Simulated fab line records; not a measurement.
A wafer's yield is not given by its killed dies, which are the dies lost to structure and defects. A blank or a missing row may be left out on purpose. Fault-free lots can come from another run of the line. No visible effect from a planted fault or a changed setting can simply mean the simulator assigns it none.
The tool behind it: which one? | flow nand-harc | 12 lots, 36 wafers sampled, at 6 steps of a route of 1302

## WHAT THE GAUGES SHOWED, per wafer
NHARC_A_SGD_CUT_THK_MEAS_22: measures by ellipsometry.
lot  | measured     | on            | thk-nm (nm)
L075 | day 20 01:37 | film-metro-02 | 148.9 146.4 146.9
L077 | day 20 10:28 | film-metro-01 | 149.2 149.8 150.5
L079 | day 21 22:14 | film-metro-01 | 149.3 147.9 149.8
L080 | day 21 22:14 | film-metro-02 | 148.9 147.9 151.7
L084 | day 23 16:27 | film-metro-02 | 147.8 149.7 149.6
L085 | day 24 04:18 | film-metro-02 | 147.3 148.3 147.8
L087 | day 25 03:47 | film-metro-01 | 147.6 147.7 146.2
L088 | day 25 16:01 | film-metro-01 | 147.6 147.6 146.9
L090 | day 26 23:46 | film-metro-02 | 150.6 150.1 148.4
L094 | day 27 21:28 | film-metro-01 | 149.2 148.2 151.4
L093 | day 28 02:08 | film-metro-01 | 146.9 149.3 148.6
L097 | day 29 11:43 | film-metro-01 | 150.4 149.1 149.7

## EACH LOT AND THE TOOL THAT RAN IT (in order: tool; ch and the chambers of the sampled wafers; start)
lot  | NHARC_A_STAIRCASE_ETCH_315                    | NHARC_A_STAIRCASE_ALD_420        | NHARC_A_STAIRCASE_DEP_471       | NHARC_A_SGD_CUT_DESCUM_14          | NHARC_A_SGD_CUT_ETCH_15
L075 | rie-diel-05 ch 1,2, day 18 03:13 or earlier   | ald-hk-01 ch 1,3, day 18 03:13   | pecvd-04 ch 0,1,2, day 19 17:08 | rie-diel-11 ch 1,2,3, day 19 18:45 | rie-diel-11 ch 1,2,3, day 20 01:37 or earlier
L077 | rie-diel-01 ch 2,3, day 18 10:33 or earlier   | ald-hk-03 ch 2,3, day 18 10:33   | pecvd-02 ch 1,2, day 20 02:30   | rie-diel-09 ch 0,3, day 20 04:08   | rie-diel-09 ch 0,3, day 20 10:28 or earlier
L079 | rie-diel-05 ch 0,2,3, day 19 21:18 or earlier | ald-hk-01 ch 0,2,3, day 19 21:18 | pecvd-02 ch 0,1,2, day 21 14:36 | rie-diel-06 ch 0,2,3, day 21 16:16 | rie-diel-06 ch 0,3, day 21 22:14 or earlier
L080 | rie-diel-01 ch 1,2, day 20 01:38 or earlier   | ald-hk-02 ch 0,2,3, day 20 01:38 | pecvd-04 ch 1,2, day 21 14:28   | rie-diel-11 ch 0,3, day 21 16:04   | rie-diel-11 ch 0,2,3, day 21 22:14 or earlier
L084 | rie-diel-05 ch 1,2,3, day 21 13:57 or earlier | ald-hk-01 ch 1,3, day 21 13:57   | pecvd-03 ch 0,1,2, day 23 08:24 | rie-diel-06 ch 0,2, day 23 09:58   | rie-diel-06 ch 1,3, day 23 16:27 or earlier
L085 | rie-diel-05 ch 1,3, day 22 00:07 or earlier   | ald-hk-03 ch 0,3, day 22 00:07   | pecvd-02 ch 0,1,2, day 23 20:41 | rie-diel-11 ch 1,2,3, day 23 22:17 | rie-diel-11 ch 0,2,3, day 24 04:18 or earlier
L087 | rie-diel-01 ch 1,2, day 23 02:13 or earlier   | ald-hk-01 ch 0,1, day 23 02:13   | pecvd-03 ch 0,1, day 24 20:04   | rie-diel-11 ch 1,3, day 24 21:30   | rie-diel-11 ch 2,3, day 25 03:47 or earlier
L088 | rie-diel-01 ch 1,3, day 23 12:29 or earlier   | ald-hk-01 ch 0,3, day 23 12:29   | pecvd-02 ch 0,1, day 25 07:53   | rie-diel-06 ch 0,1,2, day 25 09:31 | rie-diel-06 ch 1,3, day 25 16:01 or earlier
L090 | rie-diel-13 ch 1,2, day 25 03:53 or earlier   | ald-hk-01 ch 1,2,3, day 25 03:53 | pecvd-03 ch 1,2, day 26 15:55   | rie-diel-06 ch 1,2,3, day 26 17:23 | rie-diel-06 ch 1,2,3, day 26 23:46 or earlier
L094 | rie-diel-13 ch 0,1,3, day 25 17:48 or earlier | ald-hk-03 ch 0,2, day 25 17:48   | pecvd-03 ch 0,1,2, day 27 09:59 | rie-diel-09 ch 1,3, day 27 11:41   | rie-diel-09 ch 0,2,3, day 27 21:28 or earlier
L093 | rie-diel-05 ch 0,1,3, day 26 00:29 or earlier | ald-hk-02 ch 0,1,2, day 26 00:29 | pecvd-02 ch 1,2, day 27 18:32   | rie-diel-11 ch 1,2, day 27 20:07   | rie-diel-11 ch 0,1,3, day 28 02:08 or earlier
L097 | rie-diel-13 ch 0,1,2, day 27 08:05 or earlier | ald-hk-02 ch 1,2,3, day 27 08:05 | pecvd-04 ch 1,2, day 29 01:43   | rie-diel-11 ch 0,1,3, day 29 03:14 | rie-diel-11 ch 0,3, day 29 11:43 or earlier
- NHARC_A_STAIRCASE_ETCH_315: etches the open film in C4F8/O2/Ar, target depth 2500 nm, time 607.1 s.
- NHARC_A_STAIRCASE_ALD_420: deposits SiO2, target thk 20 nm, pulse time 6 s, ald cycles 200.
- NHARC_A_STAIRCASE_DEP_471: deposits SiO2, target thk 100 nm.
- NHARC_A_SGD_CUT_DESCUM_14: chemistry O2, time 3 s.
- NHARC_A_SGD_CUT_ETCH_15: etches the open film in CH3F/O2, target depth 75 nm, time 64.3 s.

## THE ANSWER, worked out from the rows above alone
Rule: the lots themselves supply what counts as usual. Put in order of their means at a reading, lots are off if they are a third of the lots or fewer, leave a main group of 4 or more, and stand apart from it by a gap of 3 or more times the standard deviation of the main group's means; of several such gaps the widest counts. If all means in a main group match to the digits the tables above print for the reading, that group is not used. Also off: a lot with no number at a reading for which 4 or more lots have one. The other lots that the step has rows for count as sound.
Nothing can be told from this: no lot is off at any reading shown.

## WHAT WAS PUT IN BY THE SIMULATOR
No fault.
